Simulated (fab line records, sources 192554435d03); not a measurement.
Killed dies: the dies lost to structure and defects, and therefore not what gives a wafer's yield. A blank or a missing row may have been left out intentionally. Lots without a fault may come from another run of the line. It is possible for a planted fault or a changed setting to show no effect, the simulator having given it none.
What tool caused it? || flow n5_finfet || 10 lots, 30 wafers sampled, at 5 steps of a route of 1938

WHAT THE GAUGES READ, wafer by wafer
N5_GATE_CUT_OVL_MEAS_14. Usual: for GATE_CUT_OVL the level is 0.0 nm and the standard deviation is 0.76.
{"lot": "L367", "measured": "day 4 15:15", "on": "overlay-01", "GATE_CUT_OVL (nm)": "1.5 1.7 0.5", "flag": ""}
{"lot": "L369", "measured": "day 4 23:54", "on": "overlay-01", "GATE_CUT_OVL (nm)": "1.0 0.9 0.7", "flag": ""}
{"lot": "L375", "measured": "day 6 11:56", "on": "overlay-01", "GATE_CUT_OVL (nm)": "-0.7 -1.1 -1.6", "flag": ""}
{"lot": "L378", "measured": "day 7 08:11", "on": "overlay-01", "GATE_CUT_OVL (nm)": "-0.3 -0.2 0.1", "flag": ""}
{"lot": "L379", "measured": "day 7 18:18", "on": "overlay-01", "GATE_CUT_OVL (nm)": "-0.9 0.1 0.0", "flag": ""}
{"lot": "L381", "measured": "day 7 23:43", "on": "overlay-01", "GATE_CUT_OVL (nm)": "0.2 1.3 0.2", "flag": ""}
{"lot": "L385", "measured": "day 9 01:20", "on": "overlay-02", "GATE_CUT_OVL (nm)": "-0.5 -1.0 0.2", "flag": ""}
{"lot": "L386", "measured": "day 9 05:49", "on": "overlay-01", "GATE_CUT_OVL (nm)": "0.0 0.0 -0.3", "flag": ""}
{"lot": "L389", "measured": "day 10 01:08", "on": "overlay-02", "GATE_CUT_OVL (nm)": "0.3 1.3 0.4", "flag": ""}
{"lot": "L390", "measured": "day 10 06:59", "on": "overlay-01", "GATE_CUT_OVL (nm)": "-1.4 -0.9 0.3", "flag": ""}

N5_GATE_CUT_INSPECT_15: inspects for defects (brightfield). Usual: raw_defect_count 125, standard deviation 35.
{"lot": "L367", "measured": "day 4 15:19", "on": "defect_inspect-01", "raw_defect_count": "186 172 107", "flag": ""}
{"lot": "L369", "measured": "day 4 23:56", "on": "defect_inspect-02", "raw_defect_count": "71 64 65", "flag": ""}
{"lot": "L375", "measured": "day 6 11:59", "on": "defect_inspect-01", "raw_defect_count": "64 106 140", "flag": ""}
{"lot": "L378", "measured": "day 7 08:14", "on": "defect_inspect-02", "raw_defect_count": "107 132 126", "flag": ""}
{"lot": "L379", "measured": "day 7 18:21", "on": "defect_inspect-01", "raw_defect_count": "113 77 103", "flag": ""}
{"lot": "L381", "measured": "day 7 23:46", "on": "defect_inspect-01", "raw_defect_count": "125 183 162", "flag": ""}
{"lot": "L385", "measured": "day 9 01:23", "on": "defect_inspect-01", "raw_defect_count": "152 71 102", "flag": ""}
{"lot": "L386", "measured": "day 9 05:53", "on": "defect_inspect-02", "raw_defect_count": "122 138 125", "flag": ""}
{"lot": "L389", "measured": "day 10 01:11", "on": "defect_inspect-02", "raw_defect_count": "140 114 72", "flag": ""}
{"lot": "L390", "measured": "day 10 07:02", "on": "defect_inspect-01", "raw_defect_count": "125 133 108", "flag": ""}

N5_BEOL_M4_RC_MEAS_101. Usual: DIBL_N 36.5 mV/V, standard deviation 1.4; DIBL_P 36.5 mV/V, standard deviation 1.6; IOFF_N 0.163 nA/um, standard deviation 0.022; IOFF_P 0.219 nA/um, standard deviation 0.029; ION_N 675 uA/um, standard deviation 8.3; ION_P 464 uA/um, standard deviation 6.2; SS_N 71.5 mV/dec, standard deviation 0.52; SS_P 73.4 mV/dec, standard deviation 0.57; VT_N 249.7 mV, standard deviation 2.6; VT_P -250 mV, standard deviation 3.
{"lot": "L367", "measured": "day 7 20:59", "on": "prober-02", "DIBL_N (mV/V)": "35.8 38.3 36.7", "DIBL_P (mV/V)": "35.3 37.5 37.0", "IOFF_N (nA/um)": "0.140 0.177 0.152", "IOFF_P (nA/um)": "0.185 0.224 0.201", "ION_N (uA/um)": "661 671 670", "ION_P (uA/um)": "459 462 465", "SS_N (mV/dec)": "71.2 72.1 71.2", "SS_P (mV/dec)": "72.5 73.1 72.9", "VT_N (mV)": "250.8 248.6 249.0", "VT_P (mV)": "-250 -247 -249", "flag": ""}
{"lot": "L369", "measured": "day 8 15:29", "on": "prober-01", "DIBL_N (mV/V)": "37.4 34.2 36.5", "DIBL_P (mV/V)": "38.1 34.8 38.0", "IOFF_N (nA/um)": "0.189 0.134 0.174", "IOFF_P (nA/um)": "0.216 0.174 0.213", "ION_N (uA/um)": "673 666 676", "ION_P (uA/um)": "455 453 461", "SS_N (mV/dec)": "72.7 71.4 72.3", "SS_P (mV/dec)": "73.7 73.3 73.4", "VT_N (mV)": "247.7 251.4 250.6", "VT_P (mV)": "-251 -255 -251", "flag": ""}
{"lot": "L375", "measured": "day 9 22:42", "on": "prober-01", "DIBL_N (mV/V)": "33.8 36.2 35.3", "DIBL_P (mV/V)": "32.7 35.5 34.8", "IOFF_N (nA/um)": "0.120 0.155 0.140", "IOFF_P (nA/um)": "0.196 0.244 0.230", "ION_N (uA/um)": "666 671 676", "ION_P (uA/um)": "468 464 472", "SS_N (mV/dec)": "71.6 71.3 71.5", "SS_P (mV/dec)": "72.4 73.1 72.8", "VT_N (mV)": "251.9 249.2 250.8", "VT_P (mV)": "-247 -247 -248", "flag": ""}
{"lot": "L378", "measured": "day 10 15:59", "on": "prober-02", "DIBL_N (mV/V)": "35.2 36.1 38.4", "DIBL_P (mV/V)": "36.0 36.6 39.9", "IOFF_N (nA/um)": "0.148 0.172 0.212", "IOFF_P (nA/um)": "0.232 0.246 0.302", "ION_N (uA/um)": "675 668 682", "ION_P (uA/um)": "468 468 472", "SS_N (mV/dec)": "70.5 71.4 71.5", "SS_P (mV/dec)": "72.0 72.3 73.9", "VT_N (mV)": "250.1 247.9 244.5", "VT_P (mV)": "-248 -247 -244", "flag": ""}
{"lot": "L379", "measured": "day 11 08:19", "on": "prober-02", "DIBL_N (mV/V)": "35.3 36.1 35.1", "DIBL_P (mV/V)": "34.8 35.7 34.3", "IOFF_N (nA/um)": "0.152 0.169 0.143", "IOFF_P (nA/um)": "0.225 0.241 0.211", "ION_N (uA/um)": "682 677 679", "ION_P (uA/um)": "475 469 467", "SS_N (mV/dec)": "71.4 71.4 71.5", "SS_P (mV/dec)": "72.7 73.3 72.6", "VT_N (mV)": "248.2 247.0 249.3", "VT_P (mV)": "-247 -247 -250", "flag": ""}
{"lot": "L381", "measured": "day 11 18:43", "on": "prober-02", "DIBL_N (mV/V)": "34.4 35.7 35.8", "DIBL_P (mV/V)": "35.2 37.0 36.9", "IOFF_N (nA/um)": "0.136 0.159 0.158", "IOFF_P (nA/um)": "0.204 0.217 0.223", "ION_N (uA/um)": "666 682 670", "ION_P (uA/um)": "464 461 466", "SS_N (mV/dec)": "71.6 71.2 71.7", "SS_P (mV/dec)": "73.7 73.5 73.5", "VT_N (mV)": "253.6 253.2 249.6", "VT_P (mV)": "-250 -250 -249", "flag": ""}
{"lot": "L385", "measured": "day 12 19:00", "on": "prober-01", "DIBL_N (mV/V)": "37.9 38.4 39.1", "DIBL_P (mV/V)": "38.8 39.5 39.8", "IOFF_N (nA/um)": "0.177 0.187 0.197", "IOFF_P (nA/um)": "0.227 0.243 0.247", "ION_N (uA/um)": "684 682 685", "ION_P (uA/um)": "464 465 468", "SS_N (mV/dec)": "71.6 71.8 71.8", "SS_P (mV/dec)": "73.8 74.3 74.1", "VT_N (mV)": "247.7 247.3 247.4", "VT_P (mV)": "-250 -249 -246", "flag": ""}
{"lot": "L386", "measured": "day 12 21:46", "on": "prober-02", "DIBL_N (mV/V)": "37.2 37.7 38.3", "DIBL_P (mV/V)": "37.0 38.1 38.3", "IOFF_N (nA/um)": "0.176 0.195 0.203", "IOFF_P (nA/um)": "0.219 0.232 0.244", "ION_N (uA/um)": "682 694 682", "ION_P (uA/um)": "461 469 465", "SS_N (mV/dec)": "71.7 71.5 71.7", "SS_P (mV/dec)": "73.5 73.2 73.7", "VT_N (mV)": "249.3 247.1 246.3", "VT_P (mV)": "-250 -251 -250", "flag": ""}
{"lot": "L389", "measured": "day 13 22:22", "on": "prober-02", "DIBL_N (mV/V)": "35.7 33.3 35.0", "DIBL_P (mV/V)": "37.9 34.6 36.6", "IOFF_N (nA/um)": "0.170 0.127 0.151", "IOFF_P (nA/um)": "0.230 0.184 0.217", "ION_N (uA/um)": "681 675 675", "ION_P (uA/um)": "472 467 465", "SS_N (mV/dec)": "72.5 71.0 71.1", "SS_P (mV/dec)": "73.4 72.6 73.3", "VT_N (mV)": "250.1 252.1 250.0", "VT_P (mV)": "-248 -251 -249", "flag": ""}
{"lot": "L390", "measured": "day 14 04:43", "on": "prober-02", "DIBL_N (mV/V)": "36.6 37.2 34.9", "DIBL_P (mV/V)": "35.7 36.7 33.8", "IOFF_N (nA/um)": "0.149 0.164 0.132", "IOFF_P (nA/um)": "0.218 0.243 0.196", "ION_N (uA/um)": "661 665 667", "ION_P (uA/um)": "460 458 467", "SS_N (mV/dec)": "71.8 72.8 71.7", "SS_P (mV/dec)": "73.4 73.9 72.7", "VT_N (mV)": "251.6 250.0 254.0", "VT_P (mV)": "-250 -248 -251", "flag": ""}

WHAT TOOL EACH LOT RAN ON (gives the tool, then ch and the chambers of the sampled wafers, and finally the start)
{"lot": "L367", "N5_GATE_CUT_CUT_ETCH_54": "rie_metal-03 ch 0,1, day 4 15:48", "N5_GATE_CUT_STRIP_21": "plasma_asher-01 ch 0,1, day 4 16:02"}
{"lot": "L369", "N5_GATE_CUT_CUT_ETCH_54": "rie_metal-03 ch 0,1, day 5 00:27", "N5_GATE_CUT_STRIP_21": "plasma_asher-01 ch 0,1, day 5 00:41"}
{"lot": "L375", "N5_GATE_CUT_CUT_ETCH_54": "rie_metal-03 ch 0,1, day 6 12:29", "N5_GATE_CUT_STRIP_21": "plasma_asher-02 ch 1, day 6 12:56"}
{"lot": "L378", "N5_GATE_CUT_CUT_ETCH_54": "rie_metal-03 ch 0,1, day 7 08:44", "N5_GATE_CUT_STRIP_21": "plasma_asher-02 ch 0,1, day 7 08:58"}
{"lot": "L379", "N5_GATE_CUT_CUT_ETCH_54": "rie_metal-03 ch 0,1, day 7 18:52", "N5_GATE_CUT_STRIP_21": "plasma_asher-02 ch 0,1, day 7 19:05"}
{"lot": "L381", "N5_GATE_CUT_CUT_ETCH_54": "rie_metal-03 ch 0, day 8 00:26", "N5_GATE_CUT_STRIP_21": "plasma_asher-02 ch 0, day 8 00:52"}
{"lot": "L385", "N5_GATE_CUT_CUT_ETCH_54": "rie_metal-02 ch 0,1, day 9 01:53", "N5_GATE_CUT_STRIP_21": "plasma_asher-02 ch 0,1, day 9 02:07"}
{"lot": "L386", "N5_GATE_CUT_CUT_ETCH_54": "rie_metal-02 ch 0,1, day 9 06:22", "N5_GATE_CUT_STRIP_21": "plasma_asher-02 ch 0,1, day 9 06:36"}
{"lot": "L389", "N5_GATE_CUT_CUT_ETCH_54": "rie_metal-02 ch 0,1, day 10 01:47", "N5_GATE_CUT_STRIP_21": "plasma_asher-02 ch 0,1, day 10 02:01"}
{"lot": "L390", "N5_GATE_CUT_CUT_ETCH_54": "rie_metal-01 ch 0,1, day 10 07:59", "N5_GATE_CUT_STRIP_21": "plasma_asher-02 ch 0,1, day 10 08:13"}
- N5_GATE_CUT_CUT_ETCH_54: etches TiN in Cl2/BCl3, target depth 96.7 nm.
- N5_GATE_CUT_STRIP_21: strips in N2/H2, time 30 s.

WHAT THE TOOLS THEMSELVES READ (means of the sampled wafers that have a number; where no wafer has one, the mark that the record gives instead)
N5_GATE_CUT_CUT_ETCH_54. Usual: drypump_motor_current_A 5.3 A, standard deviation 0.4; etch_rf_on_time_s 36.9 s, standard deviation 0.61; oes_product_au 0.67 a.u., standard deviation 0.087; rf_fwd_power_W 977 W, standard deviation 3.9; throttle_valve_pct 22.28 %, standard deviation 0.14.
{"lot": "L367", "tool": "rie_metal-03", "drypump_motor_current_A (A)": 5.1, "etch_rf_on_time_s (s)": 36.7, "oes_product_au (a.u.)": 0.66, "rf_fwd_power_W (W)": 973, "throttle_valve_pct (%)": 22.33, "flag": ""}
{"lot": "L369", "tool": "rie_metal-03", "drypump_motor_current_A (A)": 5.4, "etch_rf_on_time_s (s)": 36.5, "oes_product_au (a.u.)": 0.60, "rf_fwd_power_W (W)": 977, "throttle_valve_pct (%)": 22.35, "flag": ""}
{"lot": "L375", "tool": "rie_metal-03", "drypump_motor_current_A (A)": 5.1, "etch_rf_on_time_s (s)": 36.8, "oes_product_au (a.u.)": 0.65, "rf_fwd_power_W (W)": 974, "throttle_valve_pct (%)": 22.33, "flag": ""}
{"lot": "L378", "tool": "rie_metal-03", "drypump_motor_current_A (A)": 5.1, "etch_rf_on_time_s (s)": 30.1, "oes_product_au (a.u.)": 0.73, "rf_fwd_power_W (W)": 1214, "throttle_valve_pct (%)": 22.21, "flag": "OFF"}
{"lot": "L379", "tool": "rie_metal-03", "drypump_motor_current_A (A)": 5.4, "etch_rf_on_time_s (s)": 30.2, "oes_product_au (a.u.)": 0.66, "rf_fwd_power_W (W)": 1214, "throttle_valve_pct (%)": 22.26, "flag": "OFF"}
{"lot": "L381", "tool": "rie_metal-03", "drypump_motor_current_A (A)": 4.9, "etch_rf_on_time_s (s)": 30.6, "oes_product_au (a.u.)": 0.78, "rf_fwd_power_W (W)": 1213, "throttle_valve_pct (%)": 22.19, "flag": "OFF"}
{"lot": "L385", "tool": "rie_metal-02", "drypump_motor_current_A (A)": 5.7, "etch_rf_on_time_s (s)": 37.5, "oes_product_au (a.u.)": 0.68, "rf_fwd_power_W (W)": 981, "throttle_valve_pct (%)": 22.20, "flag": ""}
{"lot": "L386", "tool": "rie_metal-02", "drypump_motor_current_A (A)": 5.7, "etch_rf_on_time_s (s)": 37.4, "oes_product_au (a.u.)": 0.68, "rf_fwd_power_W (W)": 980, "throttle_valve_pct (%)": 22.21, "flag": ""}
{"lot": "L389", "tool": "rie_metal-02", "drypump_motor_current_A (A)": 5.5, "etch_rf_on_time_s (s)": 37.9, "oes_product_au (a.u.)": 0.64, "rf_fwd_power_W (W)": 978, "throttle_valve_pct (%)": 22.34, "flag": ""}
{"lot": "L390", "tool": "rie_metal-01", "drypump_motor_current_A (A)": 5.2, "etch_rf_on_time_s (s)": 36.5, "oes_product_au (a.u.)": 0.79, "rf_fwd_power_W (W)": 976, "throttle_valve_pct (%)": 22.04, "flag": ""}

N5_GATE_CUT_STRIP_21. Usual: drypump_motor_current_A 5.7 A, standard deviation 0.41; heater_power_w 334 W, standard deviation 36.
{"lot": "L367", "tool": "plasma_asher-01", "drypump_motor_current_A (A)": 6.1, "heater_power_w (W)": 340, "flag": ""}
{"lot": "L369", "tool": "plasma_asher-01", "drypump_motor_current_A (A)": 6.1, "heater_power_w (W)": 345, "flag": ""}
{"lot": "L375", "tool": "plasma_asher-02", "drypump_motor_current_A (A)": 5.2, "heater_power_w (W)": 292, "flag": ""}
{"lot": "L378", "tool": "plasma_asher-02", "drypump_motor_current_A (A)": 5.3, "heater_power_w (W)": 318, "flag": ""}
{"lot": "L379", "tool": "plasma_asher-02", "drypump_motor_current_A (A)": 5.3, "heater_power_w (W)": 322, "flag": ""}
{"lot": "L381", "tool": "plasma_asher-02", "drypump_motor_current_A (A)": 5.4, "heater_power_w (W)": 337, "flag": ""}
{"lot": "L385", "tool": "plasma_asher-02", "drypump_motor_current_A (A)": 5.4, "heater_power_w (W)": 322, "flag": ""}
{"lot": "L386", "tool": "plasma_asher-02", "drypump_motor_current_A (A)": 5.4, "heater_power_w (W)": 325, "flag": ""}
{"lot": "L389", "tool": "plasma_asher-02", "drypump_motor_current_A (A)": 5.3, "heater_power_w (W)": 324, "flag": ""}
{"lot": "L390", "tool": "plasma_asher-02", "drypump_motor_current_A (A)": 5.3, "heater_power_w (W)": 323, "flag": ""}

THE ANSWER, worked out from the rows above alone
Rule: lot off if the mean of its wafers having a number is beyond 3 standard deviations from the usual mean. Also off: a lot with no number at a reading for which 4 or more lots have one. All remaining lots with rows at the step are treated as sound. Order of review: gauges by route order, followed by the tools' own readings, for which a lot's mean as printed above is used. At the first step where some lot is off, the reading lying furthest off is the one used; lots without a number count as furthest.
Off at N5_GATE_CUT_CUT_ETCH_54 (rf_fwd_power_W): L378, L379, L381.
A tool fits if, at that step or a process step before it, it ran every lot that is off, and no sound lot after the first of them. One fits: N5_GATE_CUT_CUT_ETCH_54 on rie_metal-03. A fault onset in the window from L375 (day 6 12:29, its last sound lot) to L378 (day 7 08:44, its first lot off) fits.
The tool's own readings at N5_GATE_CUT_CUT_ETCH_54 bear it out: on the lots that are off they differ by more than 5 times the standard deviation of the sound lots' means. etch_rf_on_time_s reads 30.3 s there against 37.0 s on the sound lots; rf_fwd_power_W reads 1214 W there against 977 W on the sound lots.

WHAT HAD BEEN PUT IN BY THE SIMULATOR
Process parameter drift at N5_GATE_CUT_CUT_ETCH_54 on rie_metal-03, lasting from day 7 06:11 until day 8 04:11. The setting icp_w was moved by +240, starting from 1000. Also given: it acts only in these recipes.
Shown lots that were struck: L378, L379, L381. The rule given above showed the same thing.
